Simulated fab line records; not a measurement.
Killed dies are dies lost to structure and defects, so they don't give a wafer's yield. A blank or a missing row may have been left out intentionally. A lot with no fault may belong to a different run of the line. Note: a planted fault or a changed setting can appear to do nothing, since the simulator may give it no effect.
fab line records -- flow n5Finfet
record: lots: 4, wafers: 12, lastDay: 17
route steps=1938 shown WELL_APT@20 PMOS_HMC_CHANNEL_EPI@57 BEOL_M4@1111 PASSIVATION@1936
lots that met no fault: from a run of the same line without faults
startH: hours from the record's first day to the start of the lot's first wafer shown -- waitH: hours from the lot's prior step to this one -- " as in the row above -- L1.1+2: several wafers, shown together as one row -- - no value, or no start was given -- * or withheld: withheld -- < > ~ a bound
route shown NAME@n: a module of which the file shows steps, and the number in the route of the first -- usual: mean/standard deviation of fault-free wafers -- same: alike in all rows -- chamber/n: place in a boat -- sites: each site's reading -- _std_site: standard deviation of those values -- _edge_site: outer sites' mean less inner sites' -- radiusMm: for every site, how far away it sits from the centre of the wafer -- mask NAME#n: copy n -- behind: the last tool/chamber to shape the wafer -- hold: reason for holding the lot/hours on hold/outcome of the hold -- device: transistor that didn't switch, given as n, p or np -- end of line: the route-end tests of the same wafers -- a step given without rows: its recipe and nothing more -- killed: at the first sort, the dies lost to defects and structure; wafer yield is something else -- map: the dies of a wafer, with x for killed, . for not killed, _ for no die there
set.NAME: setting as actually run; set.NAME@STEP: the setting as run at that earlier step -- model.NAME: the simulator's own value behind a step, which no gauge read
a table for each step, a row for each wafer; lots at some steps of the route
services: when a tool's chamber went out of use (startH, in hours from the record's first day, below 0 if earlier), for how many hours, and the reason
== steps ==
step: N5_WELL_APT_HMDS_01
recipe: timeS: 60, tempC: 120
step: N5_WELL_APT_COAT_02
recipe: spinRpm: 1357, resistThkNm: 950
step: N5_WELL_APT_EBR_04
recipe: solvent: PGMEA, ebrWidthMm: 1.5
step: N5_WELL_APT_SOFTBAKE_03
recipe: tempC: 130, timeS: 60
step: N5_WELL_APT_EXPOSE_05
recipe: maskId: NWELL, na: 0.8, sourceShape: conventional, sigmaOuter: 0.8, polarization: unpolarized, defocusNm: 0, targetCdNm: 200, doseMj: 20.3
step: N5_WELL_APT_PEB_06
recipe: pebTempC: 130, pebTimeS: 90
step: N5_WELL_APT_DEVELOP_07
recipe: developTimeS: 45, rinseLiquid: surfactantRinse, dry: airSpin, devTempC: 21
step: N5_WELL_APT_HARDBAKE_12
recipe: tempC: 130, timeS: 120
step: N5_WELL_APT_DESCUM_13
recipe: chemistry: O2, timeS: 7.9, sourcePowerW: 50, biasPowerW: 20, pressureMtorr: 20, rfFrequencyHz: 2.712e+07, tempC: 40, o2FlowSccm: 225
step: N5_WELL_APT_IMPLANT_14
recipe: species: P, energyKev: 160, doseCm2: 1.5e+13, tiltDeg: 0, rotationDeg: 0
usual: beamEnergyKeV: 160.00/0.05, doseIonsCm2: 1.5e+13/1.8e+10, faradayCurrentUA: 190/3.6
lot.wafer,tool,chamber,startH,waitH,beamEnergyKeV,doseIonsCm2,faradayCurrentUA
L973.2,implanter-01,0,44.05,0.1,159.98,1.5013e+13,185
L973.5,implanter-01,0,44.05,0.1,159.99,1.4995e+13,187
L973.6,implanter-01,0,44.05,0.1,159.95,1.5e+13,181
L983.1,implanter-01,0,103.88,0.1,159.88,1.0483e+13,135
L983.2,implanter-01,0,103.88,0.1,159.99,1.05e+13,135
L983.3,implanter-01,0,103.88,0.1,159.99,1.0481e+13,134
L984.2,implanter-01,0,109.92,0.1,159.94,1.05e+13,130
L984.4,implanter-01,0,109.92,0.1,160.01,1.0496e+13,130
L984.6,implanter-01,0,109.92,0.1,160.01,1.0493e+13,135
L987.1,implanter-02,0,128.68,0.1,160.10,1.5017e+13,190
L987.4,implanter-02,0,128.68,0.1,160.02,1.4998e+13,192
L987.6,implanter-02,0,128.68,0.1,160.04,1.4969e+13,192
step: N5_WELL_APT_IMPLANT_15
recipe: species: As, energyKev: 25, doseCm2: 1.5e+13, tiltDeg: 0, rotationDeg: 0
step: N5_WELL_APT_STRIP_16
recipe: chemistry: SPM, timeS: 900, tempC: 130, h2so4H2o2VolRatio: 4, dry: ipaMarangoni
step: N5_WELL_APT_HMDS_18
recipe: timeS: 60, tempC: 120
step: N5_WELL_APT_COAT_19
recipe: spinRpm: 1357, resistThkNm: 950
step: N5_WELL_APT_EBR_21
recipe: solvent: PGMEA, ebrWidthMm: 1.5
step: N5_WELL_APT_SOFTBAKE_20
recipe: tempC: 130, timeS: 60
step: N5_WELL_APT_EXPOSE_22
recipe: maskId: PWELL, na: 0.8, sourceShape: conventional, sigmaOuter: 0.8, polarization: unpolarized, defocusNm: 0, targetCdNm: 200, doseMj: 23.2
step: N5_WELL_APT_PEB_23
recipe: pebTempC: 130, pebTimeS: 90
step: N5_WELL_APT_DEVELOP_24
recipe: developTimeS: 45, rinseLiquid: surfactantRinse, dry: airSpin, devTempC: 21
step: N5_WELL_APT_HARDBAKE_29
recipe: tempC: 130, timeS: 120
step: N5_WELL_APT_DESCUM_30
recipe: chemistry: O2, timeS: 7.9, sourcePowerW: 50, biasPowerW: 20, pressureMtorr: 20, rfFrequencyHz: 2.712e+07, tempC: 40, o2FlowSccm: 225
step: N5_WELL_APT_IMPLANT_31
recipe: species: B, energyKev: 60, doseCm2: 1.5e+13, tiltDeg: 0, rotationDeg: 0
step: N5_WELL_APT_IMPLANT_32
recipe: species: BF2, energyKev: 50, doseCm2: 2e+13, tiltDeg: 0, rotationDeg: 0
step: N5_WELL_APT_STRIP_33
recipe: chemistry: SPM, timeS: 900, tempC: 130, h2so4H2o2VolRatio: 4, dry: ipaMarangoni
step: N5_WELL_APT_RTA_34
recipe: tempC: 1000, timeS: 10, ambient: N2, idleTempC: 600, rampUpCPerS: 150, rampDownCPerS: 60, coolToC: 600
step: N5_WELL_APT_OXIDE_STRIP_42
recipe: chemistry: dHF, dilution: 25:1, timeS: 45, tempC: 25, target: SiO2, targetDepthA: 120
step: N5_WELL_APT_PRECLEAN_36
recipe: chemistry: O3/DIW, timeS: 45, tempC: 22, o3Ppm: 10
step: N5_WELL_APT_PRECLEAN_39
recipe: chemistry: dHF, timeS: 60, dilution: 150:1, tempC: 25
step: N5_WELL_APT_SRD_37
recipe: dry: ipaMarangoni, doPpb: 5, timeS: 30, tempC: 23, rinseLiquid: diw
step: N5_WELL_APT_EPI_41
recipe: material: Si, targetThkA: 500, tempC: 650, precursor: SiH4/H2, pressureTorr: 20, timeS: 297.7
step: N5_PMOS_HMC_CHANNEL_EPI_HM_DEP_34
recipe: material: SiO2, targetThkA: 360, tempC: 400, precursor: TEOS/O2, pressureTorr: 6.5, rfW: 900, teosFlowSccm: 161.4, gas: O2, flowSccm: 2650, timeS: 6.9
step: N5_PMOS_HMC_CHANNEL_EPI_COAT_31
recipe: resist: BARC, tempC: 205, timeS: 60, spinRpm: 1500, resistThkNm: 66
step: N5_PMOS_HMC_CHANNEL_EPI_COAT_03
recipe: resist: CAR-ArF-block, spinRpm: 1500, resistThkNm: 205
step: N5_PMOS_HMC_CHANNEL_EPI_EBR_05
recipe: solvent: PGMEA, ebrWidthMm: 1.5
step: N5_PMOS_HMC_CHANNEL_EPI_SOFTBAKE_04
recipe: tempC: 110, timeS: 60, resist: CAR-ArF-block
step: N5_BEOL_M4_RC_MEAS_101
usual: DIBL_N: 36.0/1.8, DIBL_P: 36.3/2.4, IOFF_N: 0.16/0.035, IOFF_P: 0.21/0.036, ION_N: 673/13, ION_P: 461/7.2, RS_NWELL: 1037/6, SS_N: 71.4/0.6, SS_P: 73.2/0.7, VT_N: 250/4, VT_P: -250.9/2.9
lot.wafer,tool,chamber,startH,waitH,DIBL_N[mV/V],DIBL_P[mV/V],IOFF_N[nA/um],IOFF_P[nA/um],ION_N[uA/um],ION_P[uA/um],RS_NWELL[ohm/sq],SS_N[mV/dec],SS_P[mV/dec],VT_N[mV],VT_P[mV]
L973.2,prober-02,0,218.16,0.2,36.7,37.5,0.16,0.21,691,464,1041,71.2,73.5,247,-251.3
L973.5,prober-02,0,218.16,0.2,34.4,35.3,0.12,0.17,674,464,1034,71.1,72.7,254,-254.5
L973.6,prober-02,0,218.16,0.2,36.0,37.9,0.15,0.21,668,464,1038,71.5,74.5,251,-252.8
L983.1,prober-02,0,264.36,0.0,37.3,38.8,0.17,0.20,677,458,1263,72.3,73.8,251,-254.0
L983.2,prober-02,0,264.36,0.0,35.2,36.0,0.12,0.17,658,449,1257,70.8,72.9,256,-258.4
L983.3,prober-02,0,264.36,0.0,34.2,34.1,0.12,0.15,660,448,1268,70.7,72.3,258,-256.6
L984.2,prober-01,0,276.11,0.2,37.0,36.1,0.16,0.20,670,454,1257,71.7,73.3,252,-253.1
L984.4,prober-01,0,276.11,0.2,33.8,33.0,0.12,0.16,660,458,1261,70.5,72.4,256,-254.9
L984.6,prober-01,0,276.11,0.2,32.8,30.6,0.10,0.13,646,442,1258,69.7,71.9,260,-255.0
L987.1,prober-01,0,281.20,0.0,35.8,36.1,0.14,0.19,667,454,1030,71.3,73.7,254,-248.7
L987.4,prober-01,0,281.20,0.0,34.6,34.1,0.12,0.16,641,444,1027,71.3,73.0,258,-252.7
L987.6,prober-01,0,281.20,0.0,37.2,37.5,0.17,0.23,680,468,1034,71.4,73.7,249,-247.9
step: N5_PASSIVATION_PROBE_49
usual: defectLimitedYield: 91.2/1.4, killed_at_M0_to_M3: 35/11, killed_at_M4_up: 14/5.6, killedAtContacts: 12/5.6, killedAtFrontEnd: 38/11, killedAtOther: 4/3.4, killedDies: 103/17, killedOpen: 68/12, killedShort: 33/8.8, sort_bin_5_function: 5.1/0.89, sort_bin_6_memory: 3.3/0.71, sortNPass: 1077/17, sortYieldPct: 91.2/1.4
same: grossDies: 1180, killedAtBackSide: 0, sort_bin_4_leakage[%]: 0, sort_bin_8_speed[%]: 0
lot.wafer,tool,chamber,startH,waitH,defectLimitedYield[%],killed_at_M0_to_M3,killed_at_M4_up,killedAtContacts,killedAtFrontEnd,killedAtOther,killedDies,killedOpen,killedShort,sort_bin_5_function[%],sort_bin_6_memory[%],sortNPass,sortYieldPct[%]
L973.2,prober-01,-,325.80,0.1,93.7,24,10,12,27,1,74,44,30,3.6,2.4,1106,93.7
L973.5,prober-01,-,325.95,0.2,88.7,40,12,14,67,0,133,79,54,6.8,4.2,1047,88.7
L973.6,prober-01,-,326.00,0.3,91.6,27,16,25,30,1,99,60,39,4.7,3.4,1081,91.6
L983.1,prober-01,-,374.63,0.0,92.6,32,14,15,24,2,87,55,31,4.0,3.2,1093,92.6
L983.2,prober-01,-,374.68,0.1,92.8,19,13,14,37,2,85,59,25,4.2,2.8,1095,92.8
L983.3,prober-01,-,374.73,0.1,92.2,31,11,15,30,5,92,60,30,4.9,2.5,1088,92.2
L984.2,prober-01,-,391.01,0.1,91.2,33,18,15,36,2,104,67,35,5.3,3.3,1076,91.2
L984.4,prober-01,-,391.11,0.2,90.6,23,19,17,48,4,111,82,26,5.3,3.7,1069,90.6
L984.6,prober-01,-,391.21,0.3,90.2,34,20,17,44,1,116,76,39,6.0,3.5,1064,90.2
L987.1,prober-01,-,395.72,0.0,91.7,40,22,12,24,0,98,69,27,5.3,2.7,1082,91.7
L987.4,prober-01,-,395.87,0.2,91.9,36,25,9,22,4,96,67,27,5.2,2.5,1084,91.9
L987.6,prober-01,-,395.97,0.3,92.1,30,14,14,35,0,93,62,31,5.4,2.2,1087,92.1
killed by level:class
L973.2 MOL_CONTACT_COAG:geometricParticle:open=9 FIN_SAQP:geometricParticle:short=8 BEOL_M0_SAQP:geometricParticle:open=5 BEOL_M2:geometricParticle:open=5 BEOL_M4:geometricParticle:open=5 GATE_CUT:geometricParticle:short=4 STARTING-WAFER:geometricParticle:open=4 FIN_SAQP:geometricParticle:open=3
L973.5 FIN_SAQP:geometricParticle:open=17 BEOL_M0_SAQP:geometricParticle:open=15 BEOL_M0_SAQP:geometricParticle:short=15 FIN_SAQP:geometricParticle:short=13 MOL_CONTACT_COAG:geometricParticle:open=13 STI_FIN_REVEAL:geometricParticle:open=8 BEOL_M4:geometricParticle:open=7 DUMMY_GATE:geometricParticle:open=5
L973.6 MOL_CONTACT_COAG:geometricParticle:open=17 BEOL_M4:geometricParticle:open=9 MOL_CONTACT_COAG:geometricParticle:short=8 BEOL_M2:geometricParticle:open=7 BEOL_M3:geometricParticle:short=7 STI_FIN_REVEAL:geometricParticle:short=5 FIN_SAQP:geometricParticle:short=4 STI_FIN_REVEAL:geometricParticle:open=4
L983.1 MOL_CONTACT_COAG:geometricParticle:open=13 BEOL_M2:geometricParticle:open=9 BEOL_M2:geometricParticle:short=9 BEOL_M4:geometricParticle:open=7 BEOL_M3:geometricParticle:open=5 ILD0:geometricParticle:open=4 BEOL_M0_SAQP:geometricParticle:short=4 ILD0:geometricParticle:short=3
L983.2 MOL_CONTACT_COAG:geometricParticle:open=12 STI_FIN_REVEAL:geometricParticle:open=9 DUMMY_GATE:geometricParticle:open=7 BEOL_M1:geometricParticle:open=6 GATE_CUT:geometricParticle:short=5 BEOL_M0_SAQP:geometricParticle:open=5 BEOL_M4:geometricParticle:short=4 STARTING-WAFER:geometricParticle:short=4
L983.3 BEOL_M1:geometricParticle:open=14 MOL_CONTACT_COAG:geometricParticle:open=13 GATE_CUT:geometricParticle:short=5 BEOL_M4:geometricParticle:open=5 STARTING-WAFER:geometricParticle:short=5 BEOL_M0_SAQP:geometricParticle:open=4 STI_FIN_REVEAL:geometricParticle:open=3 DUMMY_GATE:geometricParticle:open=3
L984.2 MOL_CONTACT_COAG:geometricParticle:open=13 BEOL_M0_SAQP:geometricParticle:short=12 FIN_SAQP:geometricParticle:open=10 BEOL_M0_SAQP:geometricParticle:open=10 BEOL_M4:geometricParticle:short=9 BEOL_M3:geometricParticle:open=8 DUMMY_GATE:geometricParticle:open=7 GATE_CUT:geometricParticle:short=5
L984.4 FIN_SAQP:geometricParticle:open=24 MOL_CONTACT_COAG:geometricParticle:open=15 BEOL_M0_SAQP:geometricParticle:open=10 FIN_SAQP:geometricParticle:short=8 BEOL_M4:geometricParticle:open=5 BEOL_M0_SAQP:geometricParticle:short=5 DUMMY_GATE:geometricParticle:open=4 BEOL_M3:geometricParticle:open=4
L984.6 MOL_CONTACT_COAG:geometricParticle:open=16 FIN_SAQP:geometricParticle:short=13 BEOL_M0_SAQP:geometricParticle:open=12 BEOL_M0_SAQP:geometricParticle:short=9 STI_FIN_REVEAL:geometricParticle:open=7 BEOL_M4:geometricParticle:open=6 FIN_SAQP:geometricParticle:open=5 GATE_CUT:geometricParticle:open=5
L987.1 BEOL_M4:geometricParticle:open=11 BEOL_M1:geometricParticle:open=9 BEOL_M3:geometricParticle:open=9 MOL_CONTACT_COAG:geometricParticle:open=8 STI_FIN_REVEAL:geometricParticle:open=7 BEOL_M0_SAQP:geometricParticle:open=7 BEOL_M0_SAQP:geometricParticle:short=5 FIN_SAQP:geometricParticle:open=4
L987.4 BEOL_M4:geometricParticle:open=18 BEOL_M0_SAQP:geometricParticle:open=11 BEOL_M0_SAQP:geometricParticle:short=9 MOL_CONTACT_COAG:geometricParticle:open=7 GATE_CUT:geometricParticle:short=5 STI_FIN_REVEAL:geometricParticle:open=4 BEOL_M0:geometricParticle:open=4 BEOL_M2:geometricParticle:open=4
L987.6 MOL_CONTACT_COAG:geometricParticle:open=12 BEOL_M3:geometricParticle:open=10 BEOL_M4:geometricParticle:open=9 STI_FIN_REVEAL:geometricParticle:open=7 BEOL_M0_SAQP:geometricParticle:short=7 FIN_SAQP:geometricParticle:open=5 DUMMY_GATE:geometricParticle:open=5 BEOL_M2:geometricParticle:short=5
== services ==
tool,chamber,startH,hours,kind
implanter-01,-,71.36,3.3,pm
implanter-01,-,80.02,18.6,pm
implanter-02,-,120.60,2.7,repair
implanter-01,-,126.49,1.7,repair
== key ==
firstSign: step: N5_WELL_APT_IMPLANT_14, reading: doseIonsCm2, direction: down, sigmas: 99+, usual: 1.5e+13, struck: 1.0492e+13
effect: step: N5_WELL_APT_IMPLANT_14, reading: faradayCurrentUA, direction: down, sigmas: 16, usual: 190, struck: 133
effect: step: N5_BEOL_M4_RC_MEAS_101, reading: RS_NWELL, direction: up, sigmas: 37, usual: 1037, struck: 1261
metAt N5_WELL_APT_IMPLANT_14
struckWafers L983.1,L983.2,L983.3,L984.2,L984.4,L984.6
onsetBetween 44.05 103.88
fault: kind: processParameterDrift, tool: implanter-01, chamber: -, onsetH: 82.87, steps: N5_WELL_APT_IMPLANT_14, channel: doseCm2, offset: -4.5202e+12, shape: step, endH: 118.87, actsIn: theseRecipesOnly, stated: 1.5e+13
